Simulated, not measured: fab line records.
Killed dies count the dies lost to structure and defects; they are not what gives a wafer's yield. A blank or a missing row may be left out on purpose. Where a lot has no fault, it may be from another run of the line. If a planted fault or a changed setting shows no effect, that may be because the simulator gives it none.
Which of the tools did it?	flow n5Finfet	22 lots, 66 wafers sampled, at 6 steps of a route of 1938

## WHAT EACH GAUGE READ, for each wafer
The record holds no reading of a measuring or inspecting step that can be judged against a usual standard deviation.

## WHICH TOOL RAN EACH LOT (tool, then ch and the chambers of the sampled wafers, then the start)
lot	N5_BEOL_M11_DESCUM_33	N5_BEOL_M11_STRIP_36	N5_BEOL_M11_SURFACE_TREAT_76	N5_BEOL_M11_CMP_52	N5_BEOL_M12_DESCUM_15	N5_BEOL_M12_ETCH_59
L074	rieDiel-03 ch 2,3, day 11 03:02	rieDiel-03 ch 2,3, day 11 03:19	pvdSputter-01, day 11 04:33	cmp-04 ch 0,1,3, day 11 07:02	rieDiel-06 ch 1,3, day 11 08:03	rieDiel-06 ch 1,3, day 11 08:05
L076	rieDiel-04 ch 0,1, day 11 14:41	rieDiel-04 ch 0,1, day 11 14:58	pvdSputter-01, day 11 16:16	cmp-02 ch 2,3, day 11 17:29	rieDiel-05 ch 0,1,3, day 11 18:35	rieDiel-05 ch 0,1,3, day 11 18:37
L075	rieDiel-04 ch 1,2, day 11 15:09	rieDiel-04 ch 1,2, day 11 15:25	pvdSputter-03, day 11 16:35	cmp-01 ch 1,2, day 11 19:03	rieDiel-06 ch 0,2, day 11 20:14	rieDiel-06 ch 0,2, day 11 20:16
L080	rieDiel-03 ch 0,1,2, day 11 18:11	rieDiel-03 ch 0,1,2, day 11 18:28	pvdSputter-03, day 11 19:38	cmp-01 ch 1,2,3, day 11 22:23	rieDiel-01 ch 0,3, day 11 23:22	rieDiel-01 ch 0,3, day 11 23:23
L078	rieDiel-03 ch 0,1,2, day 11 21:23	rieDiel-03 ch 0,1,2, day 11 21:39	pvdSputter-03, day 11 23:06	cmp-04 ch 1,2, day 11 23:53	rieDiel-06 ch 0,2,3, day 12 00:51	rieDiel-06 ch 0,2,3, day 12 00:53
L079	rieDiel-04 ch 0,1,2, day 11 21:33	rieDiel-04 ch 0,1,2, day 11 21:49	pvdSputter-03, day 11 23:08	cmp-04 ch 0,1,3, day 12 00:20	rieDiel-06 ch 0,2,3, day 12 01:19	rieDiel-06 ch 0,2,3, day 12 01:22
L081	rieDiel-03 ch 2,3, day 12 22:09	rieDiel-03 ch 1,2,3, day 12 22:25	pvdSputter-01, day 12 23:49	cmp-04 ch 0,1,3, day 13 02:55	rieDiel-06 ch 1,2, day 13 03:55	rieDiel-06 ch 1,2, day 13 03:56
L084	rieDiel-04 ch 1,3, day 13 02:35	rieDiel-04 ch 1,3, day 13 02:52	pvdSputter-01, day 13 04:22	cmp-01 ch 0,1,3, day 13 07:39	rieDiel-06 ch 0,2,3, day 13 08:50	rieDiel-06 ch 0,2,3, day 13 08:53
L082	rieDiel-03 ch 0,3, day 13 03:44	rieDiel-03 ch 0,3, day 13 04:00	pvdSputter-01, day 13 07:34	cmp-02 ch 0,2,3, day 13 11:53	rieDiel-06 ch 0,1,2, day 13 12:48	rieDiel-06 ch 0,1,2, day 13 12:50
L083	rieDiel-02 ch 0,1,3, day 13 07:13	rieDiel-02 ch 0,1,3, day 13 07:29	pvdSputter-02, day 13 08:45	cmp-02 ch 0,1,2, day 13 13:12	rieDiel-01 ch 0,1,2, day 13 14:12	rieDiel-01 ch 0,1,2, day 13 14:14
L086	rieDiel-03 ch 1,2, day 14 10:25	rieDiel-03 ch 1,2, day 14 10:41	pvdSputter-02, day 14 13:09	cmp-01 ch 0,1,3, day 14 16:08	rieDiel-01 ch 0,2,3, day 14 17:16	rieDiel-01 ch 0,2,3, day 14 17:19
L087	rieDiel-04 ch 0,2,3, day 14 15:13	rieDiel-04 ch 0,2,3, day 14 15:29	pvdSputter-02, day 14 16:37	cmp-01 ch 0,2,3, day 14 21:04	rieDiel-01 ch 0,2,3, day 14 22:10	rieDiel-01 ch 0,2,3, day 14 22:12
L088	rieDiel-03 ch 2,3, day 14 15:26	rieDiel-03 ch 2,3, day 14 15:42	pvdSputter-03, day 14 16:55	cmp-02 ch 1,2, day 14 21:10	rieDiel-05 ch 0,1,2, day 14 22:19	rieDiel-05 ch 0,1,2, day 14 22:22
L085	rieDiel-03 ch 1,2,3, day 14 17:42	rieDiel-03 ch 1,2,3, day 14 17:58	pvdSputter-01, day 14 19:17	cmp-02 ch 0,2, day 14 22:04	rieDiel-06 ch 1,2, day 14 23:20	rieDiel-06 ch 1,2, day 14 23:23
L090	rieDiel-02 ch 0,2,3, day 14 18:14	rieDiel-02 ch 0,2,3, day 14 18:31	pvdSputter-02, day 14 21:41	cmp-01 ch 1,2,3, day 14 23:36	rieDiel-01 ch 0,2,3, day 15 00:55	rieDiel-01 ch 0,2,3, day 15 00:57
L092	rieDiel-03 ch 0,1,3, day 15 04:36	rieDiel-03 ch 0,1,3, day 15 04:52	pvdSputter-01, day 15 06:36	cmp-01 ch 0,1,3, day 15 07:32	rieDiel-01 ch 0,3, day 15 08:41	rieDiel-01 ch 0,3, day 15 08:43
L089	rieDiel-04 ch 0,2, day 15 04:49	rieDiel-04 ch 0,2, day 15 05:05	pvdSputter-01, day 15 06:38	cmp-02 ch 1,2,3, day 15 07:23	rieDiel-06 ch 0,1,3, day 15 08:31	rieDiel-06 ch 0,1,3, day 15 08:34
L091	rieDiel-04 ch 0,1,2, day 15 15:18	rieDiel-04 ch 0,1,2, day 15 15:34	pvdSputter-01, day 15 17:16	cmp-01 ch 1,2, day 15 18:13	rieDiel-01 ch 2,3, day 15 19:25	rieDiel-01 ch 2,3, day 15 19:27
L094	rieDiel-04 ch 0,2, day 16 02:40	rieDiel-04 ch 0,2, day 16 02:56	pvdSputter-03, day 16 05:57	cmp-02 ch 0,3, day 16 06:45	rieDiel-05 ch 0,3, day 16 07:53	rieDiel-05 ch 0,3, day 16 07:55
L095	rieDiel-03 ch 0,2,3, day 16 02:52	rieDiel-03 ch 0,2,3, day 16 03:08	pvdSputter-03, day 16 06:16	cmp-04 ch 0,3, day 16 07:02	rieDiel-06 ch 0,2,3, day 16 08:08	rieDiel-06 ch 0,2,3, day 16 08:10
L096	rieDiel-04 ch 0,1,2, day 16 18:39	rieDiel-04 ch 0,1,2, day 16 18:55	pvdSputter-03, day 16 20:20	cmp-02 ch 2,3, day 17 00:10	rieDiel-05 ch 0,1,2, day 17 01:18	rieDiel-05 ch 0,1,2, day 17 01:20
L097	rieDiel-04 ch 0,1,3, day 17 13:19	rieDiel-04 ch 0,1,3, day 17 13:35	pvdSputter-01, day 17 15:43	cmp-02 ch 0,2,3, day 17 17:21	rieDiel-01 ch 0,1,3, day 17 18:17	rieDiel-01 ch 0,1,3, day 17 18:19
- N5_BEOL_M11_DESCUM_33: chemistry O2, time 7.9 s.
- N5_BEOL_M11_STRIP_36: strips in N2/H2.
- N5_BEOL_M11_SURFACE_TREAT_76
- N5_BEOL_M11_CMP_52: polishes, stops on SiCOH lowk, t overpolish 7 s, target thk 140 nm.
- N5_BEOL_M12_DESCUM_15: chemistry O2, time 7.9 s.
- N5_BEOL_M12_ETCH_59: etches BARC in N2/H2, target depth 89 nm, overetch 26.7 nm, time 67.9 s.

## WHAT THE TOOLS THEMSELVES READ (means of the sampled wafers that have a number; where no wafer has one, the mark that the record gives instead)
N5_BEOL_M11_DESCUM_33.
lot	tool	drypumpMotorCurrentA (A)	oesProductAu (a.u.)	rfVppV (V)	showerheadPlenumPTorr (Torr)	throttleValvePct (%)
L074	rieDiel-03	5.7	0.73	243.2	2.09	20.7
L076	rieDiel-04	5.7	0.75	241.8	1.95	20.3
L075	rieDiel-04	5.3	0.78	242.1	2.05	20.1
L080	rieDiel-03	5.7	0.79	242.2	2.10	20.5
L078	rieDiel-03	5.7	0.79	242.4	2.10	20.5
L079	rieDiel-04	5.5	0.76	241.9	2.01	20.2
L081	rieDiel-03	5.7	0.72	242.7	2.09	20.7
L084	rieDiel-04	5.9	0.74	242.8	2.03	20.2
L082	rieDiel-03	5.6	0.81	242.6	2.09	20.3
L083	rieDiel-02	6.3	0.81	243.8	2.11	20.5
L086	rieDiel-03	6.1	0.84	243.7	2.11	20.2
L087	rieDiel-04	5.8	0.72	242.8	2.01	20.3
L088	rieDiel-03	5.7	0.73	242.3	2.09	20.4
L085	rieDiel-03	5.9	0.78	242.2	2.10	20.3
L090	rieDiel-02	5.7	0.87	243.0	2.10	20.4
L092	rieDiel-03	5.7	0.86	243.9	2.09	20.2
L089	rieDiel-04	5.4	0.71	241.2	2.03	20.3
L091	rieDiel-04	5.5	0.73	241.7	2.00	20.3
L094	rieDiel-04	5.4	0.70	241.9	2.03	20.3
L095	rieDiel-03	5.5	0.89	242.6	2.08	20.4
L096	rieDiel-04	5.5	0.72	241.3	2.00	20.3
L097	rieDiel-04	5.8	0.79	240.8	1.98	20.2

N5_BEOL_M11_STRIP_36.
lot	tool	drypumpMotorCurrentA (A)	oesProductAu (a.u.)	rfVppV (V)	showerheadPlenumPTorr (Torr)	throttleValvePct (%)
L074	rieDiel-03	5.7	0.73	58.3	2.52	23.80
L076	rieDiel-04	5.7	0.75	59.6	2.38	23.61
L075	rieDiel-04	5.3	0.78	58.4	2.47	23.45
L080	rieDiel-03	5.7	0.79	57.0	2.52	23.63
L078	rieDiel-03	5.7	0.79	56.1	2.52	23.62
L079	rieDiel-04	5.5	0.75	60.0	2.44	23.52
L081	rieDiel-03	5.9	0.81	61.1	2.55	23.53
L084	rieDiel-04	5.9	0.73	59.0	2.48	23.54
L082	rieDiel-03	5.6	0.82	61.5	2.53	23.67
L083	rieDiel-02	6.3	0.83	58.9	2.56	23.67
L086	rieDiel-03	6.1	0.84	60.0	2.56	23.32
L087	rieDiel-04	5.8	0.71	58.0	2.45	23.56
L088	rieDiel-03	5.7	0.73	59.0	2.53	23.72
L085	rieDiel-03	5.9	0.77	58.8	2.55	23.55
L090	rieDiel-02	5.7	0.86	58.8	2.54	23.53
L092	rieDiel-03	5.7	0.86	60.3	2.54	23.50
L089	rieDiel-04	5.4	0.71	60.6	2.45	23.52
L091	rieDiel-04	5.5	0.74	60.0	2.43	23.55
L094	rieDiel-04	5.4	0.70	60.1	2.45	23.56
L095	rieDiel-03	5.5	0.89	59.4	2.50	23.66
L096	rieDiel-04	5.4	0.73	58.3	2.43	23.57
L097	rieDiel-04	5.8	0.80	57.7	2.41	23.54

N5_BEOL_M11_CMP_52.
lot	tool	barrierFieldEndpointS (s)	motorCurrentA (A)	overpolishRunS (s)	padLifeWafers	timeToEndpointS (s)
L074	cmp-04	28.2	6.3	7.010	1317	61
L076	cmp-02	29.4	5.5	6.995	1297	67
L075	cmp-01	28.5	6.2	7.003	2070	64
L080	cmp-01	28.0	6.7	7.001	2108	61
L078	cmp-04	28.5	5.9	7.006	1466	65
L079	cmp-04	29.3	6.5	7.002	1478	66
L081	cmp-04	28.9	6.2	7.000	1682	66
L084	cmp-01	28.4	6.2	6.991	182	64
L082	cmp-02	28.5	5.6	7.003	1593	64
L083	cmp-02	28.6	5.4	6.998	1598	65
L086	cmp-01	28.8	6.1	6.999	458	66
L087	cmp-01	28.3	6.3	7.000	505	62
L088	cmp-02	29.0	5.2	7.006	1790	67
L085	cmp-02	29.3	5.6	7.000	1801	63
L090	cmp-01	27.9	6.8	6.997	529	61
L092	cmp-01	28.6	6.2	6.990	590	65
L089	cmp-02	29.4	5.3	6.990	1903	68
L091	cmp-01	28.4	6.5	7.005	678	62
L094	cmp-02	29.5	5.3	6.998	2016	68
L095	cmp-04	29.9	6.9	6.994	204	65
L096	cmp-02	30.0	5.6	7.005	80	69
L097	cmp-02	29.3	5.4	6.999	242	66

N5_BEOL_M12_DESCUM_15.
lot	tool	drypumpMotorCurrentA (A)	oesProductAu (a.u.)	rfVppV (V)	showerheadPlenumPTorr (Torr)	throttleValvePct (%)
L074	rieDiel-06	5.5	0.87	242.8	2.10	20.22
L076	rieDiel-05	6.0	0.72	242.4	2.05	20.61
L075	rieDiel-06	5.7	0.77	242.4	2.01	20.30
L080	rieDiel-01	6.0	0.93	244.6	2.16	19.99
L078	rieDiel-06	5.5	0.75	241.9	2.00	20.38
L079	rieDiel-06	5.5	0.75	241.7	2.00	20.38
L081	rieDiel-06	5.6	0.86	243.7	2.10	20.18
L084	rieDiel-06	5.5	0.74	242.3	2.00	20.39
L082	rieDiel-06	5.8	0.80	242.3	2.05	20.36
L083	rieDiel-01	6.1	0.77	243.9	2.12	20.41
L086	rieDiel-01	6.3	0.83	243.4	2.14	20.20
L087	rieDiel-01	6.3	0.82	243.8	2.14	20.21
L088	rieDiel-05	5.6	0.82	243.4	2.09	20.47
L085	rieDiel-06	5.6	0.84	243.2	2.09	20.21
L090	rieDiel-01	6.3	0.82	244.0	2.14	20.21
L092	rieDiel-01	6.1	0.86	244.9	2.18	20.03
L089	rieDiel-06	5.7	0.76	242.3	2.04	20.46
L091	rieDiel-01	6.4	0.76	242.9	2.09	20.40
L094	rieDiel-05	5.7	0.91	243.4	2.17	20.20
L095	rieDiel-06	5.5	0.71	241.6	1.99	20.43
L096	rieDiel-05	5.6	0.79	242.7	2.08	20.49
L097	rieDiel-01	5.8	0.78	243.6	2.12	20.29

N5_BEOL_M12_ETCH_59.
lot	tool	drypumpMotorCurrentA (A)	oesProductAu (a.u.)	rfVppV (V)	showerheadPlenumPTorr (Torr)	throttleValvePct (%)
L074	rieDiel-06	5.5	0.74	523.7	2.56	17.74
L076	rieDiel-05	6.0	0.61	521.4	2.50	18.12
L075	rieDiel-06	5.7	0.67	521.2	2.45	17.80
L080	rieDiel-01	6.0	0.78	526.4	2.63	17.52
L078	rieDiel-06	5.5	0.65	521.0	2.44	17.91
L079	rieDiel-06	5.5	0.65	520.7	2.44	17.90
L081	rieDiel-06	5.6	0.73	524.0	2.56	17.68
L084	rieDiel-06	5.5	0.63	520.8	2.44	17.91
L082	rieDiel-06	5.8	0.68	522.3	2.49	17.84
L083	rieDiel-01	6.1	0.66	525.0	2.58	17.91
L086	rieDiel-01	6.3	0.70	525.0	2.60	17.71
L087	rieDiel-01	6.3	0.69	525.2	2.60	17.73
L088	rieDiel-05	5.6	0.69	523.4	2.53	17.88
L085	rieDiel-06	5.6	0.71	523.4	2.55	17.72
L090	rieDiel-01	6.3	0.70	525.2	2.60	17.73
L092	rieDiel-01	6.1	0.73	526.8	2.66	17.63
L089	rieDiel-06	5.7	0.65	521.5	2.48	17.94
L091	rieDiel-01	6.5	0.65	524.5	2.54	17.81
L094	rieDiel-05	5.8	0.76	526.0	2.64	17.68
L095	rieDiel-06	5.5	0.62	519.9	2.43	17.96
L096	rieDiel-05	5.6	0.67	523.1	2.52	17.91
L097	rieDiel-01	5.8	0.67	524.5	2.59	17.83

## THE ANSWER, worked out from the rows above alone
Rule: what is usual is taken from the lots themselves. Put in order of their means at a reading, lots are off if they are a third of the lots or fewer, leave a main group of 4 or more, and stand apart from it by a gap of 3 or more times the standard deviation of the main group's means; of several such gaps the widest counts. A main group whose means are all the same, to the digits that the tables above print for the reading, isn't used. Also off: a lot with no number at a reading for which 4 or more lots have one. The other lots that the step has rows for count as sound. The gauges are gone through in route order, then the tools' own readings, and for those a lot's mean is taken as printed above. At the first step where some lot is off, the reading lying furthest off is the one used; lots without a number count as furthest.
No lot is off on any of the readings shown, so nothing can be concluded from this.

## WHAT HAD BEEN PUT IN BY THE SIMULATOR
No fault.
